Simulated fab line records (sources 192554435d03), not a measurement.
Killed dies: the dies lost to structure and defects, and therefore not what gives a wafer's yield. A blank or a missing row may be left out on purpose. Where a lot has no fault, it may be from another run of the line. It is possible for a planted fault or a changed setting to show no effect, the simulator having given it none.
The tool behind it: which one? || flow n5-finfet || 9 lots with 27 wafers sampled at 8 steps, on a route of 1938 steps

WHAT EACH GAUGE READ, for each wafer
N5_BEOL_M4_RC_MEAS_101. Usual: DIBL_N 36.8 mV/V, standard deviation 1.5; DIBL_P 37.1 mV/V, standard deviation 2.1; IOFF_N 0.168 nA/um, standard deviation 0.03; IOFF_P 0.22 nA/um, standard deviation 0.034; ION_N 679 uA/um, standard deviation 12; ION_P 466 uA/um, standard deviation 8; SS_N 71.7 mV/dec, standard deviation 0.58; SS_P 73.5 mV/dec, standard deviation 0.67; VT_N 248.8 mV, standard deviation 2.7; VT_P -250 mV, standard deviation 3.3.
{"lot": "L972", "measured": "day 8 11:34", "on": "prober-02", "DIBL_N (mV/V)": "36.4 38.7 36.0", "DIBL_P (mV/V)": "37.5 40.5 37.8", "IOFF_N (nA/um)": "0.165 0.200 0.152", "IOFF_P (nA/um)": "0.22 0.27 0.23", "ION_N (uA/um)": "677 687 679", "ION_P (uA/um)": "468 468 468", "SS_N (mV/dec)": "71.8 72.6 71.0", "SS_P (mV/dec)": "72.7 74.0 72.7", "VT_N (mV)": "247.4 246.2 251.6", "VT_P (mV)": "-253 -247 -246", "flag": ""}
{"lot": "L974", "measured": "day 9 06:04", "on": "prober-01", "DIBL_N (mV/V)": "35.4 35.5 35.6", "DIBL_P (mV/V)": "37.0 37.0 37.2", "IOFF_N (nA/um)": "0.167 0.166 0.183", "IOFF_P (nA/um)": "0.22 0.21 0.22", "ION_N (uA/um)": "671 680 684", "ION_P (uA/um)": "469 463 470", "SS_N (mV/dec)": "71.3 71.8 71.2", "SS_P (mV/dec)": "74.0 72.8 73.4", "VT_N (mV)": "247.2 245.1 244.9", "VT_P (mV)": "-249 -248 -247", "flag": ""}
{"lot": "L977", "measured": "day 9 17:22", "on": "prober-01", "DIBL_N (mV/V)": "38.6 35.1 37.7", "DIBL_P (mV/V)": "40.4 36.2 38.2", "IOFF_N (nA/um)": "0.222 0.148 0.178", "IOFF_P (nA/um)": "0.23 0.16 0.20", "ION_N (uA/um)": "688 680 673", "ION_P (uA/um)": "457 458 457", "SS_N (mV/dec)": "71.9 70.8 72.5", "SS_P (mV/dec)": "74.1 72.7 73.5", "VT_N (mV)": "245.8 249.5 249.2", "VT_P (mV)": "-253 -257 -254", "flag": ""}
{"lot": "L976", "measured": "day 9 19:59", "on": "prober-02", "DIBL_N (mV/V)": "38.5 35.3 37.8", "DIBL_P (mV/V)": "38.9 36.3 39.0", "IOFF_N (nA/um)": "0.202 0.153 0.204", "IOFF_P (nA/um)": "0.22 0.19 0.24", "ION_N (uA/um)": "682 678 696", "ION_P (uA/um)": "455 466 467", "SS_N (mV/dec)": "72.4 72.1 72.0", "SS_P (mV/dec)": "74.0 73.2 74.1", "VT_N (mV)": "246.2 250.0 245.2", "VT_P (mV)": "-250 -253 -249", "flag": ""}
{"lot": "L981", "measured": "day 11 02:07", "on": "prober-02", "DIBL_N (mV/V)": "34.3 36.4 35.6", "DIBL_P (mV/V)": "32.5 34.9 34.2", "IOFF_N (nA/um)": "0.132 0.166 0.152", "IOFF_P (nA/um)": "0.19 0.22 0.21", "ION_N (uA/um)": "662 676 670", "ION_P (uA/um)": "465 470 461", "SS_N (mV/dec)": "70.9 71.2 71.0", "SS_P (mV/dec)": "73.3 73.4 74.0", "VT_N (mV)": "250.2 247.7 249.4", "VT_P (mV)": "-251 -250 -250", "flag": ""}
{"lot": "L982", "measured": "day 11 06:49", "on": "prober-02", "DIBL_N (mV/V)": "41.2 36.5 35.5", "DIBL_P (mV/V)": "40.8 34.4 32.9", "IOFF_N (nA/um)": "0.240 0.138 0.124", "IOFF_P (nA/um)": "0.32 0.21 0.18", "ION_N (uA/um)": "677 662 657", "ION_P (uA/um)": "468 464 455", "SS_N (mV/dec)": "72.2 71.1 71.1", "SS_P (mV/dec)": "76.2 73.5 72.4", "VT_N (mV)": "245.5 253.0 253.3", "VT_P (mV)": "-248 -251 -249", "flag": ""}
{"lot": "L985", "measured": "day 12 05:23", "on": "prober-01", "DIBL_N (mV/V)": "35.7 33.8 37.9", "DIBL_P (mV/V)": "36.8 33.9 39.5", "IOFF_N (nA/um)": "0.139 0.118 0.169", "IOFF_P (nA/um)": "0.22 0.17 0.27", "ION_N (uA/um)": "681 674 676", "ION_P (uA/um)": "472 468 471", "SS_N (mV/dec)": "71.1 70.9 71.7", "SS_P (mV/dec)": "73.4 72.4 73.9", "VT_N (mV)": "252.4 253.6 244.6", "VT_P (mV)": "-251 -252 -246", "flag": ""}
{"lot": "L987", "measured": "day 12 11:42", "on": "prober-01", "DIBL_N (mV/V)": "36.0 36.6 33.2", "DIBL_P (mV/V)": "37.5 37.5 33.1", "IOFF_N (nA/um)": "0.143 0.163 0.102", "IOFF_P (nA/um)": "0.21 0.20 0.15", "ION_N (uA/um)": "670 677 651", "ION_P (uA/um)": "462 460 451", "SS_N (mV/dec)": "72.4 72.0 71.3", "SS_P (mV/dec)": "74.4 73.6 72.1", "VT_N (mV)": "250.8 247.4 255.1", "VT_P (mV)": "-251 -251 -254", "flag": ""}
{"lot": "L989", "measured": "day 13 00:08", "on": "prober-02", "DIBL_N (mV/V)": "39.5 36.3 37.7", "DIBL_P (mV/V)": "39.8 36.0 37.7", "IOFF_N (nA/um)": "0.233 0.149 0.182", "IOFF_P (nA/um)": "0.28 0.21 0.23", "ION_N (uA/um)": "712 687 695", "ION_P (uA/um)": "478 472 476", "SS_N (mV/dec)": "71.8 71.4 72.2", "SS_P (mV/dec)": "74.5 73.2 73.2", "VT_N (mV)": "244.4 250.9 248.9", "VT_P (mV)": "-247 -249 -250", "flag": ""}

N5_BEOL_M14_INSPECT_30: inspects for defects (macro). Usual: raw-defect-count at 2.1, with a standard deviation of 1.3.
{"lot": "L972", "measured": "day 11 16:50", "on": "defect-inspect-01", "raw-defect-count": "2 4 2", "flag": ""}
{"lot": "L974", "measured": "day 12 04:15", "on": "defect-inspect-02", "raw-defect-count": "3 2 1", "flag": ""}
{"lot": "L977", "measured": "day 12 14:19", "on": "defect-inspect-01", "raw-defect-count": "2 2 1", "flag": ""}
{"lot": "L976", "measured": "day 12 21:05", "on": "defect-inspect-02", "raw-defect-count": "2 1 2", "flag": ""}
{"lot": "L981", "measured": "day 14 04:16", "on": "defect-inspect-02", "raw-defect-count": "3 1 2", "flag": ""}
{"lot": "L982", "measured": "day 14 10:49", "on": "defect-inspect-02", "raw-defect-count": "5 4 5", "flag": ""}
{"lot": "L985", "measured": "day 15 18:08", "on": "defect-inspect-02", "raw-defect-count": "0 2 1", "flag": ""}
{"lot": "L987", "measured": "day 15 20:26", "on": "defect-inspect-01", "raw-defect-count": "2 0 1", "flag": ""}
{"lot": "L989", "measured": "day 16 02:24", "on": "defect-inspect-01", "raw-defect-count": "0 3 3", "flag": ""}

N5_BEOL_M14_OCD_MEAS_35. Usual: trench-depth-nm at 565 nm, with a standard deviation of 14.
{"lot": "L972", "measured": "day 11 17:29", "on": "ocd-02", "trench-depth-nm (nm)": "570 563 576", "flag": ""}
{"lot": "L974", "measured": "day 12 04:53", "on": "ocd-02", "trench-depth-nm (nm)": "546 557 557", "flag": ""}
{"lot": "L977", "measured": "day 12 14:57", "on": "ocd-01", "trench-depth-nm (nm)": "546 553 546", "flag": ""}
{"lot": "L976", "measured": "day 12 21:58", "on": "ocd-01", "trench-depth-nm (nm)": "560 554 553", "flag": ""}
{"lot": "L981", "measured": "day 14 04:55", "on": "ocd-02", "trench-depth-nm (nm)": "555 562 564", "flag": ""}
{"lot": "L982", "measured": "day 14 11:28", "on": "ocd-02", "trench-depth-nm (nm)": "545 543 544", "flag": ""}
{"lot": "L985", "measured": "day 15 18:51", "on": "ocd-02", "trench-depth-nm (nm)": "550 552 556", "flag": ""}
{"lot": "L987", "measured": "day 15 21:05", "on": "ocd-01", "trench-depth-nm (nm)": "583 587 573", "flag": ""}
{"lot": "L989", "measured": "day 16 03:02", "on": "ocd-02", "trench-depth-nm (nm)": "585 577 580", "flag": ""}

N5_BEOL_M14_THK_MEAS_50: measures by xrf. Usual: M14_THK typically reads 558 nm, with standard deviation 15.
{"lot": "L972", "measured": "day 11 23:13", "on": "film-metro-02", "M14_THK (nm)": "559 551 563", "flag": ""}
{"lot": "L974", "measured": "day 12 08:05", "on": "film-metro-01", "M14_THK (nm)": "544 552 553", "flag": ""}
{"lot": "L977", "measured": "day 12 18:19", "on": "film-metro-02", "M14_THK (nm)": "- - -", "flag": "OFF"}
{"lot": "L976", "measured": "day 13 00:34", "on": "film-metro-01", "M14_THK (nm)": "- - -", "flag": "OFF"}
{"lot": "L981", "measured": "day 14 06:56", "on": "film-metro-02", "M14_THK (nm)": "548 554 555", "flag": ""}
{"lot": "L982", "measured": "day 14 16:17", "on": "film-metro-02", "M14_THK (nm)": "535 533 535", "flag": ""}
{"lot": "L985", "measured": "day 15 21:34", "on": "film-metro-01", "M14_THK (nm)": "546 546 550", "flag": ""}
{"lot": "L987", "measured": "day 16 00:11", "on": "film-metro-01", "M14_THK (nm)": "574 582 562", "flag": ""}
{"lot": "L989", "measured": "day 16 07:34", "on": "film-metro-02", "M14_THK (nm)": "585 575 575", "flag": ""}

N5_BEOL_M14_RS_MEAS_54: the measuring method here is four-point-probe. Usual: M14_RS typically reads 0.0327 ohm/sq, with standard deviation 0.00085.
{"lot": "L972", "measured": "day 11 23:20", "on": "film-metro-02", "M14_RS (ohm/sq)": "0.0324 0.0327 0.0320", "flag": ""}
{"lot": "L974", "measured": "day 12 08:12", "on": "film-metro-02", "M14_RS (ohm/sq)": "0.0339 0.0333 0.0332", "flag": ""}
{"lot": "L977", "measured": "day 12 18:27", "on": "film-metro-01", "M14_RS (ohm/sq)": "31.878 33.044 32.286", "flag": "OFF"}
{"lot": "L976", "measured": "day 13 00:42", "on": "film-metro-02", "M14_RS (ohm/sq)": "31.852 31.988 31.710", "flag": "OFF"}
{"lot": "L981", "measured": "day 14 07:04", "on": "film-metro-02", "M14_RS (ohm/sq)": "0.0333 0.0329 0.0326", "flag": ""}
{"lot": "L982", "measured": "day 14 16:25", "on": "film-metro-01", "M14_RS (ohm/sq)": "0.0339 0.0342 0.0339", "flag": ""}
{"lot": "L985", "measured": "day 15 21:42", "on": "film-metro-01", "M14_RS (ohm/sq)": "0.0334 0.0334 0.0332", "flag": ""}
{"lot": "L987", "measured": "day 16 00:19", "on": "film-metro-02", "M14_RS (ohm/sq)": "0.0318 0.0313 0.0323", "flag": ""}
{"lot": "L989", "measured": "day 16 07:42", "on": "film-metro-02", "M14_RS (ohm/sq)": "0.0317 0.0320 0.0319", "flag": ""}

WHAT TOOL EACH LOT RAN ON (gives the tool, then ch and the chambers of the sampled wafers, and finally the start)
{"lot": "L972", "N5_BEOL_M14_ETCH_68": "rie-diel-02 ch 0,2, day 11 17:03", "N5_BEOL_M14_ECD_47": "ecd-cu-01 ch 0,1, day 11 21:58", "N5_BEOL_M14_CMP_49": "cmp-02 ch 1,2, day 11 22:55"}
{"lot": "L974", "N5_BEOL_M14_ETCH_68": "rie-diel-01 ch 0,1,3, day 12 04:28", "N5_BEOL_M14_ECD_47": "ecd-cu-01 ch 0,1, day 12 07:17", "N5_BEOL_M14_CMP_49": "cmp-02 ch 0,1,3, day 12 07:49"}
{"lot": "L977", "N5_BEOL_M14_ETCH_68": "rie-diel-01 ch 2,3, day 12 14:31", "N5_BEOL_M14_ECD_47": "ecd-cu-01 ch 0,1, day 12 17:32", "N5_BEOL_M14_CMP_49": "cmp-01 ch 1,2, day 12 18:04"}
{"lot": "L976", "N5_BEOL_M14_ETCH_68": "rie-diel-01 ch 1,2,3, day 12 21:33", "N5_BEOL_M14_ECD_47": "ecd-cu-01 ch 0,1, day 12 23:47", "N5_BEOL_M14_CMP_49": "cmp-04 ch 0,1, day 13 00:16"}
{"lot": "L981", "N5_BEOL_M14_ETCH_68": "rie-diel-02 ch 1,3, day 14 04:29", "N5_BEOL_M14_ECD_47": "ecd-cu-01 ch 0,1, day 14 06:09", "N5_BEOL_M14_CMP_49": "cmp-02 ch 0,3, day 14 06:38"}
{"lot": "L982", "N5_BEOL_M14_ETCH_68": "rie-diel-01 ch 0,1,2, day 14 11:02", "N5_BEOL_M14_ECD_47": "ecd-cu-01 ch 0,1, day 14 15:33", "N5_BEOL_M14_CMP_49": "cmp-01 ch 0,2,3, day 14 16:01"}
{"lot": "L985", "N5_BEOL_M14_ETCH_68": "rie-diel-01 ch 0,2,3, day 15 18:25", "N5_BEOL_M14_ECD_47": "ecd-cu-01 ch 0,1, day 15 20:47", "N5_BEOL_M14_CMP_49": "cmp-02 ch 0,2, day 15 21:19"}
{"lot": "L987", "N5_BEOL_M14_ETCH_68": "rie-diel-06 ch 0,2,3, day 15 20:39", "N5_BEOL_M14_ECD_47": "ecd-cu-01 ch 0,1, day 15 23:25", "N5_BEOL_M14_CMP_49": "cmp-01 ch 0,2,3, day 15 23:56"}
{"lot": "L989", "N5_BEOL_M14_ETCH_68": "rie-diel-06 ch 0,1,2, day 16 02:37", "N5_BEOL_M14_ECD_47": "ecd-cu-02 ch 0,1, day 16 06:47", "N5_BEOL_M14_CMP_49": "cmp-04 ch 0,1,3, day 16 07:19"}
- N5_BEOL_M14_ETCH_68: etches SOC in N2/H2, time 450 s.
- N5_BEOL_M14_ECD_47: material Cu, target thk 1248 nm.
- N5_BEOL_M14_CMP_49: polishes, stops on SiO2, t overpolish 5.2 s, target thk 560 nm.

WHAT THE TOOLS THEMSELVES READ (means of the sampled wafers that have a number; where no wafer has one, the mark that the record gives instead)
N5_BEOL_M14_ETCH_68. Usual: value, then standard deviation, for each; drypump-motor-current-A 5.7 A / 0.48; oes-product-au 0.81 a.u. / 0.074; rf-fwd-power-W 2996 W / 8.5; rf-vpp-V 523.5 V / 2.7; showerhead-plenum-p-Torr 2.53 Torr / 0.091; temp-c 40.01 C / 0.12; throttle-valve-pct 17.76 % / 0.26.
{"lot": "L972", "tool": "rie-diel-02", "drypump-motor-current-A (A)": 5.6, "oes-product-au (a.u.)": 0.85, "rf-fwd-power-W (W)": 2997, "rf-vpp-V (V)": 527.0, "showerhead-plenum-p-Torr (Torr)": 2.66, "temp-c (C)": 40.04, "throttle-valve-pct (%)": 17.78, "flag": ""}
{"lot": "L974", "tool": "rie-diel-01", "drypump-motor-current-A (A)": 5.0, "oes-product-au (a.u.)": 0.76, "rf-fwd-power-W (W)": 2993, "rf-vpp-V (V)": 521.7, "showerhead-plenum-p-Torr (Torr)": 2.47, "temp-c (C)": 40.02, "throttle-valve-pct (%)": 17.92, "flag": ""}
{"lot": "L977", "tool": "rie-diel-01", "drypump-motor-current-A (A)": 5.7, "oes-product-au (a.u.)": 0.85, "rf-fwd-power-W (W)": 3001, "rf-vpp-V (V)": 523.1, "showerhead-plenum-p-Torr (Torr)": 2.49, "temp-c (C)": 40.00, "throttle-valve-pct (%)": 17.60, "flag": ""}
{"lot": "L976", "tool": "rie-diel-01", "drypump-motor-current-A (A)": 5.5, "oes-product-au (a.u.)": 0.80, "rf-fwd-power-W (W)": 3004, "rf-vpp-V (V)": 522.4, "showerhead-plenum-p-Torr (Torr)": 2.49, "temp-c (C)": 39.92, "throttle-valve-pct (%)": 17.89, "flag": ""}
{"lot": "L981", "tool": "rie-diel-02", "drypump-motor-current-A (A)": 6.2, "oes-product-au (a.u.)": 0.83, "rf-fwd-power-W (W)": 3004, "rf-vpp-V (V)": 522.1, "showerhead-plenum-p-Torr (Torr)": 2.45, "temp-c (C)": 39.93, "throttle-valve-pct (%)": 17.63, "flag": ""}
{"lot": "L982", "tool": "rie-diel-01", "drypump-motor-current-A (A)": 5.3, "oes-product-au (a.u.)": 0.85, "rf-fwd-power-W (W)": 3002, "rf-vpp-V (V)": 523.1, "showerhead-plenum-p-Torr (Torr)": 2.50, "temp-c (C)": 40.02, "throttle-valve-pct (%)": 17.84, "flag": ""}
{"lot": "L985", "tool": "rie-diel-01", "drypump-motor-current-A (A)": 5.4, "oes-product-au (a.u.)": 0.86, "rf-fwd-power-W (W)": 2995, "rf-vpp-V (V)": 523.5, "showerhead-plenum-p-Torr (Torr)": 2.51, "temp-c (C)": 39.88, "throttle-valve-pct (%)": 17.58, "flag": ""}
{"lot": "L987", "tool": "rie-diel-06", "drypump-motor-current-A (A)": 5.6, "oes-product-au (a.u.)": 0.84, "rf-fwd-power-W (W)": 2994, "rf-vpp-V (V)": 525.0, "showerhead-plenum-p-Torr (Torr)": 2.57, "temp-c (C)": 40.09, "throttle-valve-pct (%)": 17.86, "flag": ""}
{"lot": "L989", "tool": "rie-diel-06", "drypump-motor-current-A (A)": 5.8, "oes-product-au (a.u.)": 0.85, "rf-fwd-power-W (W)": 2999, "rf-vpp-V (V)": 524.9, "showerhead-plenum-p-Torr (Torr)": 2.58, "temp-c (C)": 40.03, "throttle-valve-pct (%)": 17.69, "flag": ""}

N5_BEOL_M14_CMP_49. Usual: motor-current-A 8.2 A, standard deviation 0.95; time-to-endpoint-s 123 s, standard deviation 4.7.
{"lot": "L972", "tool": "cmp-02", "motor-current-A (A)": 9.2, "time-to-endpoint-s (s)": 126, "flag": ""}
{"lot": "L974", "tool": "cmp-02", "motor-current-A (A)": 8.1, "time-to-endpoint-s (s)": 124, "flag": ""}
{"lot": "L977", "tool": "cmp-01", "motor-current-A (A)": 7.8, "time-to-endpoint-s (s)": 11, "flag": "OFF"}
{"lot": "L976", "tool": "cmp-04", "motor-current-A (A)": 7.4, "time-to-endpoint-s (s)": 11, "flag": "OFF"}
{"lot": "L981", "tool": "cmp-02", "motor-current-A (A)": 8.4, "time-to-endpoint-s (s)": 123, "flag": ""}
{"lot": "L982", "tool": "cmp-01", "motor-current-A (A)": 8.3, "time-to-endpoint-s (s)": 124, "flag": ""}
{"lot": "L985", "tool": "cmp-02", "motor-current-A (A)": 9.0, "time-to-endpoint-s (s)": 127, "flag": ""}
{"lot": "L987", "tool": "cmp-01", "motor-current-A (A)": 8.4, "time-to-endpoint-s (s)": 123, "flag": ""}
{"lot": "L989", "tool": "cmp-04", "motor-current-A (A)": 7.4, "time-to-endpoint-s (s)": 123, "flag": ""}

THE ANSWER, worked out from the rows above alone
Rule: a lot counts as off when the mean over its wafers that have a number is more than 3 standard deviations away from the usual mean. A lot without any number at a reading at which 4 lots or more have one is off too. Any other lot the step has rows for is counted as sound. After the gauges, taken in route order, come the tools' own readings; for these a lot's mean is taken, as printed above. At the first step where some lot is off, the reading lying furthest off is the one used; lots without a number count as furthest.
Off: L977, L976, seen at N5_BEOL_M14_THK_MEAS_50 (M14_THK). Without a number there: L977, L976.
If a tool, at a process step before that reading, ran all the lots that are off and no sound lot after the first of them, it fits. Not tried: the gauges at N5_BEOL_M14_THK_MEAS_50; whatever is off there is also off at N5_BEOL_M14_CMP_49, on other tools, and gauge error can't account for it. No candidate that was tried fits.

WHAT THE SIMULATOR HAD PUT IN
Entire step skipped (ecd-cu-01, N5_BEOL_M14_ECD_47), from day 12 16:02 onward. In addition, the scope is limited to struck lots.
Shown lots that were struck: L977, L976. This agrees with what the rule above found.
